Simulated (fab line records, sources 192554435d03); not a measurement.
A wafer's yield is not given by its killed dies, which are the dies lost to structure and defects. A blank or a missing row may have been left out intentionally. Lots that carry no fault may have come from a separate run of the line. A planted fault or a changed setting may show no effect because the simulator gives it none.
The tool behind it: which one? :: flow n5 finfet :: 10 lots with 28 wafers sampled at 7 steps, on a route of 1938 steps

WHAT THE GAUGES READ, wafer by wafer
N5_BEOL_M10_CD_MEAS_18: pitch 140 nm, target cd 70 nm. Usual: cd nm reads 70.1 nm (standard deviation 0.77).
lot: L708
measured: day 10 07:54
on: cd sem-01
cd nm (nm): 70.4 70.4 70.7
flag: 

lot: L709
measured: day 10 14:36
on: cd sem-02
cd nm (nm): 69.7 70.2 70.5
flag: 

lot: L711
measured: day 10 18:08
on: cd sem-02
cd nm (nm): 69.3 69.7 69.9
flag: 

lot: L710
measured: day 10 21:58
on: cd sem-01
cd nm (nm): 70.9 70.3 71.2
flag: 

lot: L713
measured: day 12 03:47
on: cd sem-03
cd nm (nm): 70.5 69.8 70.5
flag: 

lot: L721
measured: day 13 06:43
on: cd sem-03
cd nm (nm): 70.6 70.6
flag: 

lot: L718
measured: day 13 12:34
on: cd sem-01
cd nm (nm): 70.7 70.3
flag: 

lot: L723
measured: day 13 23:35
on: cd sem-03
cd nm (nm): 69.5 69.3 69.7
flag: 

lot: L725
measured: day 15 00:51
on: cd sem-02
cd nm (nm): 71.8 69.9 70.0
flag: 

lot: L729
measured: day 16 11:15
on: cd sem-03
cd nm (nm): 69.1 69.7 69.0
flag: 

N5_BEOL_M10_CD_MEAS_28 targets a cd of 70 nm. Usual: cd nm reads 70.1 nm (standard deviation 0.95).
lot: L708
measured: day 10 08:28
on: cd sem-02
cd nm (nm): 69.6 69.0 70.4
flag: 

lot: L709
measured: day 10 16:00
on: cd sem-02
cd nm (nm): 71.6 70.4 71.5
flag: 

lot: L711
measured: day 10 19:33
on: cd sem-01
cd nm (nm): 69.3 69.1 68.9
flag: 

lot: L710
measured: day 10 22:33
on: cd sem-01
cd nm (nm): 70.1 70.5 70.2
flag: 

lot: L713
measured: day 12 04:34
on: cd sem-01
cd nm (nm): 69.6 69.2 70.2
flag: 

lot: L721
measured: day 13 10:34
on: cd sem-01
cd nm (nm): 70.3 70.6
flag: 

lot: L718
measured: day 13 13:41
on: cd sem-01
cd nm (nm): 70.5 70.3
flag: 

lot: L723
measured: day 14 00:44
on: cd sem-03
cd nm (nm): 69.3 69.3 68.8
flag: 

lot: L725
measured: day 15 02:21
on: cd sem-02
cd nm (nm): 71.7 70.5 69.7
flag: 

lot: L729
measured: day 16 12:26
on: cd sem-02
cd nm (nm): 71.0 70.4 70.1
flag: 

N5_BEOL_M10_OCD_MEAS_38. Usual: trench depth nm reads 145.9 nm (standard deviation 2.8).
lot: L708
measured: day 10 09:14
on: ocd-02
trench depth nm (nm): 148.8 147.3 146.8
flag: 

lot: L709
measured: day 10 16:35
on: ocd-02
trench depth nm (nm): 147.0 150.8 147.1
flag: 

lot: L711
measured: day 10 20:19
on: ocd-02
trench depth nm (nm): 147.7 149.8 148.0
flag: 

lot: L710
measured: day 10 23:11
on: ocd-02
trench depth nm (nm): 148.4 147.1 145.7
flag: 

lot: L713
measured: day 12 05:09
on: ocd-02
trench depth nm (nm): 142.1 144.3 148.7
flag: 

lot: L721
measured: day 13 11:21
on: ocd-02
trench depth nm (nm): 197.2 196.1
flag: OFF

lot: L718
measured: day 13 14:16
on: ocd-02
trench depth nm (nm): 196.3 144.8
flag: OFF

lot: L723
measured: day 14 01:20
on: ocd-01
trench depth nm (nm): 148.6 143.6 147.9
flag: 

lot: L725
measured: day 15 02:56
on: ocd-02
trench depth nm (nm): 150.1 149.6 150.1
flag: 

lot: L729
measured: day 16 13:01
on: ocd-02
trench depth nm (nm): 148.6 140.7 144.3
flag: 

N5_BEOL_M10_THK_MEAS_53: measures by xrf. Usual: M10_THK typically reads 140 nm, with standard deviation 3.4.
lot: L708
measured: day 10 11:54
on: film metro-02
M10_THK (nm): 144 142 143
flag: 

lot: L709
measured: day 10 18:50
on: film metro-02
M10_THK (nm): 142 147 142
flag: 

lot: L711
measured: day 10 23:14
on: film metro-02
M10_THK (nm): 142 144 143
flag: 

lot: L710
measured: day 11 01:47
on: film metro-01
M10_THK (nm): 141 140 139
flag: 

lot: L713
measured: day 12 07:50
on: film metro-01
M10_THK (nm): 133 135 139
flag: 

lot: L721
measured: day 13 14:54
on: film metro-01
M10_THK (nm): 189 189
flag: OFF

lot: L718
measured: day 13 19:35
on: film metro-02
M10_THK (nm): 193 138
flag: OFF

lot: L723
measured: day 14 03:56
on: film metro-01
M10_THK (nm): 145 140 142
flag: 

lot: L725
measured: day 15 05:49
on: film metro-02
M10_THK (nm): 143 145 145
flag: 

lot: L729
measured: day 16 16:10
on: film metro-01
M10_THK (nm): 142 134 137
flag: 

N5_BEOL_M10_RS_MEAS_57: the measuring method here is four-point-probe. Usual: M10_RS typically reads 0.154 ohm/sq, with standard deviation 0.0037.
lot: L708
measured: day 10 12:04
on: film metro-01
M10_RS (ohm/sq): 0.150 0.152 0.152
flag: 

lot: L709
measured: day 10 19:00
on: film metro-01
M10_RS (ohm/sq): 0.154 0.148 0.153
flag: 

lot: L711
measured: day 10 23:23
on: film metro-01
M10_RS (ohm/sq): 0.153 0.150 0.151
flag: 

lot: L710
measured: day 11 01:55
on: film metro-02
M10_RS (ohm/sq): 0.152 0.153 0.154
flag: 

lot: L713
measured: day 12 07:58
on: film metro-02
M10_RS (ohm/sq): 0.160 0.157 0.152
flag: 

lot: L721
measured: day 13 15:02
on: film metro-02
M10_RS (ohm/sq): 0.110 0.110
flag: OFF

lot: L718
measured: day 13 19:43
on: film metro-02
M10_RS (ohm/sq): 0.110 0.158
flag: OFF

lot: L723
measured: day 14 04:04
on: film metro-01
M10_RS (ohm/sq): 0.148 0.155 0.152
flag: 

lot: L725
measured: day 15 05:58
on: film metro-02
M10_RS (ohm/sq): 0.152 0.149 0.149
flag: 

lot: L729
measured: day 16 16:18
on: film metro-02
M10_RS (ohm/sq): 0.151 0.161 0.156
flag: 

WHAT TOOL EACH LOT RAN ON (gives the tool, then ch and the chambers of the sampled wafers, and finally the start)
lot: L708
N5_BEOL_M10_ETCH_61: rie diel-03 ch 0,2,3, day 10 07:29
N5_BEOL_M10_TRENCH_ETCH_37: rie diel-06 ch 0,1, day 10 09:02

lot: L709
N5_BEOL_M10_ETCH_61: rie diel-02 ch 0,2,3, day 10 14:11
N5_BEOL_M10_TRENCH_ETCH_37: rie diel-03 ch 1,3, day 10 16:24

lot: L711
N5_BEOL_M10_ETCH_61: rie diel-03 ch 2,3, day 10 17:42
N5_BEOL_M10_TRENCH_ETCH_37: rie diel-06 ch 1,3, day 10 20:08

lot: L710
N5_BEOL_M10_ETCH_61: rie diel-06 ch 0,1,2, day 10 21:31
N5_BEOL_M10_TRENCH_ETCH_37: rie diel-03 ch 0,1, day 10 22:59

lot: L713
N5_BEOL_M10_ETCH_61: rie diel-02 ch 0,1,2, day 12 03:12
N5_BEOL_M10_TRENCH_ETCH_37: rie diel-02 ch 0,1,2, day 12 04:58

lot: L721
N5_BEOL_M10_ETCH_61: rie diel-02 ch 0, day 13 06:15
N5_BEOL_M10_TRENCH_ETCH_37: rie diel-02 ch 1,3, day 13 11:10

lot: L718
N5_BEOL_M10_ETCH_61: rie diel-02 ch 0,1, day 13 12:09
N5_BEOL_M10_TRENCH_ETCH_37: rie diel-02 ch 1,3, day 13 14:05

lot: L723
N5_BEOL_M10_ETCH_61: rie diel-03 ch 0,1, day 13 23:02
N5_BEOL_M10_TRENCH_ETCH_37: rie diel-06 ch 1,2,3, day 14 01:08

lot: L725
N5_BEOL_M10_ETCH_61: rie diel-03 ch 0,1,3, day 15 00:26
N5_BEOL_M10_TRENCH_ETCH_37: rie diel-03 ch 0,2,3, day 15 02:45

lot: L729
N5_BEOL_M10_ETCH_61: rie diel-06 ch 1,2,3, day 16 10:37
N5_BEOL_M10_TRENCH_ETCH_37: rie diel-06 ch 1,2,3, day 16 12:50
- N5_BEOL_M10_ETCH_61: etches SiARC in CF4, target depth 39 nm, time 65 s.
- N5_BEOL_M10_TRENCH_ETCH_37: etches SiCOH lowk in C4F6/O2, target depth 148.83 nm, time 48 s.

AS READ BY THE TOOLS THEMSELVES (means over the sampled wafers that have a number; for cases with no such wafer, the mark the record gives instead)
N5_BEOL_M10_ETCH_61. Usual: chamber pressure mTorr is 40.00 mTorr with standard deviation 0.033, drypump motor current A is 5.6 A with standard deviation 0.49, etch rf on time s is 66.2 s with standard deviation 1.6, oes product au is 0.66 a.u. with standard deviation 0.044, rf vpp V is 183.8 V with standard deviation 1.2, showerhead plenum p Torr is 2.13 Torr with standard deviation 0.058, and throttle valve pct is 15.60 % with standard deviation 0.24.
lot: L708
tool: rie diel-03
chamber pressure mTorr (mTorr): 40.00
drypump motor current A (A): 5.7
etch rf on time s (s): 65.6
oes product au (a.u.): 0.68
rf vpp V (V): 184.9
showerhead plenum p Torr (Torr): 2.19
throttle valve pct (%): 15.24
flag: 

lot: L709
tool: rie diel-02
chamber pressure mTorr (mTorr): 39.97
drypump motor current A (A): 5.3
etch rf on time s (s): 66.1
oes product au (a.u.): 0.66
rf vpp V (V): 184.4
showerhead plenum p Torr (Torr): 2.15
throttle valve pct (%): 15.76
flag: 

lot: L711
tool: rie diel-03
chamber pressure mTorr (mTorr): 39.99
drypump motor current A (A): 5.9
etch rf on time s (s): 64.6
oes product au (a.u.): 0.66
rf vpp V (V): 185.1
showerhead plenum p Torr (Torr): 2.15
throttle valve pct (%): 15.34
flag: 

lot: L710
tool: rie diel-06
chamber pressure mTorr (mTorr): 39.99
drypump motor current A (A): 5.5
etch rf on time s (s): 67.4
oes product au (a.u.): 0.66
rf vpp V (V): 182.3
showerhead plenum p Torr (Torr): 2.07
throttle valve pct (%): 15.71
flag: 

lot: L713
tool: rie diel-02
chamber pressure mTorr (mTorr): 40.02
drypump motor current A (A): 5.2
etch rf on time s (s): 66.6
oes product au (a.u.): 0.67
rf vpp V (V): 183.3
showerhead plenum p Torr (Torr): 2.10
throttle valve pct (%): 15.76
flag: 

lot: L721
tool: rie diel-02
chamber pressure mTorr (mTorr): 39.98
drypump motor current A (A): 5.4
etch rf on time s (s): 68.1
oes product au (a.u.): 0.58
rf vpp V (V): 184.5
showerhead plenum p Torr (Torr): 2.13
throttle valve pct (%): 15.91
flag: 

lot: L718
tool: rie diel-02
chamber pressure mTorr (mTorr): 40.00
drypump motor current A (A): 5.2
etch rf on time s (s): 68.1
oes product au (a.u.): 0.63
rf vpp V (V): 182.9
showerhead plenum p Torr (Torr): 2.11
throttle valve pct (%): 15.80
flag: 

lot: L723
tool: rie diel-03
chamber pressure mTorr (mTorr): 39.99
drypump motor current A (A): 5.7
etch rf on time s (s): 65.4
oes product au (a.u.): 0.68
rf vpp V (V): 184.9
showerhead plenum p Torr (Torr): 2.21
throttle valve pct (%): 15.26
flag: 

lot: L725
tool: rie diel-03
chamber pressure mTorr (mTorr): 39.99
drypump motor current A (A): 5.9
etch rf on time s (s): 65.6
oes product au (a.u.): 0.66
rf vpp V (V): 184.8
showerhead plenum p Torr (Torr): 2.17
throttle valve pct (%): 15.37
flag: 

lot: L729
tool: rie diel-06
chamber pressure mTorr (mTorr): 40.00
drypump motor current A (A): 5.6
etch rf on time s (s): 66.4
oes product au (a.u.): 0.62
rf vpp V (V): 182.8
showerhead plenum p Torr (Torr): 2.08
throttle valve pct (%): 15.81
flag: 

N5_BEOL_M10_TRENCH_ETCH_37. Usual: C4F6_flow_sccm 10.003 sccm, standard deviation 0.027; chamber pressure mTorr 30.001 mTorr, standard deviation 0.025; drypump motor current A 5.6 A, standard deviation 0.55; oes product au 0.77 a.u., standard deviation 0.052; rf vpp V 663 V, standard deviation 14; showerhead plenum p Torr 2.82 Torr, standard deviation 0.071; throttle valve pct 21.04 %, standard deviation 0.21.
lot: L708
tool: rie diel-06
C4F6_flow_sccm (sccm): 10.000
chamber pressure mTorr (mTorr): 30.021
drypump motor current A (A): 5.7
oes product au (a.u.): 0.81
rf vpp V (V): 666
showerhead plenum p Torr (Torr): 2.77
throttle valve pct (%): 21.10
flag: 

lot: L709
tool: rie diel-03
C4F6_flow_sccm (sccm): 10.011
chamber pressure mTorr (mTorr): 30.010
drypump motor current A (A): 6.1
oes product au (a.u.): 0.83
rf vpp V (V): 678
showerhead plenum p Torr (Torr): 2.88
throttle valve pct (%): 20.71
flag: 

lot: L711
tool: rie diel-06
C4F6_flow_sccm (sccm): 9.983
chamber pressure mTorr (mTorr): 29.998
drypump motor current A (A): 5.5
oes product au (a.u.): 0.74
rf vpp V (V): 680
showerhead plenum p Torr (Torr): 2.77
throttle valve pct (%): 21.10
flag: 

lot: L710
tool: rie diel-03
C4F6_flow_sccm (sccm): 10.002
chamber pressure mTorr (mTorr): 29.994
drypump motor current A (A): 5.9
oes product au (a.u.): 0.84
rf vpp V (V): 686
showerhead plenum p Torr (Torr): 2.92
throttle valve pct (%): 20.60
flag: 

lot: L713
tool: rie diel-02
C4F6_flow_sccm (sccm): 9.995
chamber pressure mTorr (mTorr): 29.995
drypump motor current A (A): 5.2
oes product au (a.u.): 0.79
rf vpp V (V): 654
showerhead plenum p Torr (Torr): 2.80
throttle valve pct (%): 21.16
flag: 

lot: L721
tool: rie diel-02
C4F6_flow_sccm (sccm): 9.997
chamber pressure mTorr (mTorr): 30.000
drypump motor current A (A): 5.2
oes product au (a.u.): 0.93
rf vpp V (V): 662
showerhead plenum p Torr (Torr): 2.87
throttle valve pct (%): 21.15
flag: OFF

lot: L718
tool: rie diel-02
C4F6_flow_sccm (sccm): 10.009
chamber pressure mTorr (mTorr): 30.023
drypump motor current A (A): 5.2
oes product au (a.u.): 0.84
rf vpp V (V): 662
showerhead plenum p Torr (Torr): 2.87
throttle valve pct (%): 21.13
flag: 

lot: L723
tool: rie diel-06
C4F6_flow_sccm (sccm): 9.986
chamber pressure mTorr (mTorr): 30.002
drypump motor current A (A): 5.6
oes product au (a.u.): 0.75
rf vpp V (V): 673
showerhead plenum p Torr (Torr): 2.78
throttle valve pct (%): 21.10
flag: 

lot: L725
tool: rie diel-03
C4F6_flow_sccm (sccm): 10.019
chamber pressure mTorr (mTorr): 29.981
drypump motor current A (A): 5.7
oes product au (a.u.): 0.77
rf vpp V (V): 663
showerhead plenum p Torr (Torr): 2.88
throttle valve pct (%): 20.59
flag: 

lot: L729
tool: rie diel-06
C4F6_flow_sccm (sccm): 9.991
chamber pressure mTorr (mTorr): 30.017
drypump motor current A (A): 5.7
oes product au (a.u.): 0.72
rf vpp V (V): 673
showerhead plenum p Torr (Torr): 2.77
throttle valve pct (%): 21.13
flag: 

THE ANSWER, worked out from the rows above alone
Rule: lot off if the mean of its wafers having a number is beyond 3 standard deviations from the usual mean. A lot without any number at a reading at which 4 lots or more have one is off too. All remaining lots with rows at the step are treated as sound. Order of review: gauges by route order, followed by the tools' own readings, for which a lot's mean as printed above is used. At the first step where some lot is off, the reading lying furthest off is the one used; lots without a number count as furthest.
Off: L721, L718, at N5_BEOL_M10_OCD_MEAS_38 (trench depth nm).
A tool fits if, at a process step before that reading, it ran every lot that is off, and no sound lot after the first of them. The gauges at N5_BEOL_M10_OCD_MEAS_38 aren't tried: what is off there is off at N5_BEOL_M10_THK_MEAS_53 too, on other tools, and a gauge's error can't cause that. One candidate fits, namely rie diel-02 at N5_BEOL_M10_ETCH_61 and N5_BEOL_M10_TRENCH_ETCH_37. At N5_BEOL_M10_ETCH_61 its last sound lot is L713 (day 12 03:12), its first lot that is off L721 (day 13 06:15): a fault that began between those two fits.

WHAT THE SIMULATOR PUT IN
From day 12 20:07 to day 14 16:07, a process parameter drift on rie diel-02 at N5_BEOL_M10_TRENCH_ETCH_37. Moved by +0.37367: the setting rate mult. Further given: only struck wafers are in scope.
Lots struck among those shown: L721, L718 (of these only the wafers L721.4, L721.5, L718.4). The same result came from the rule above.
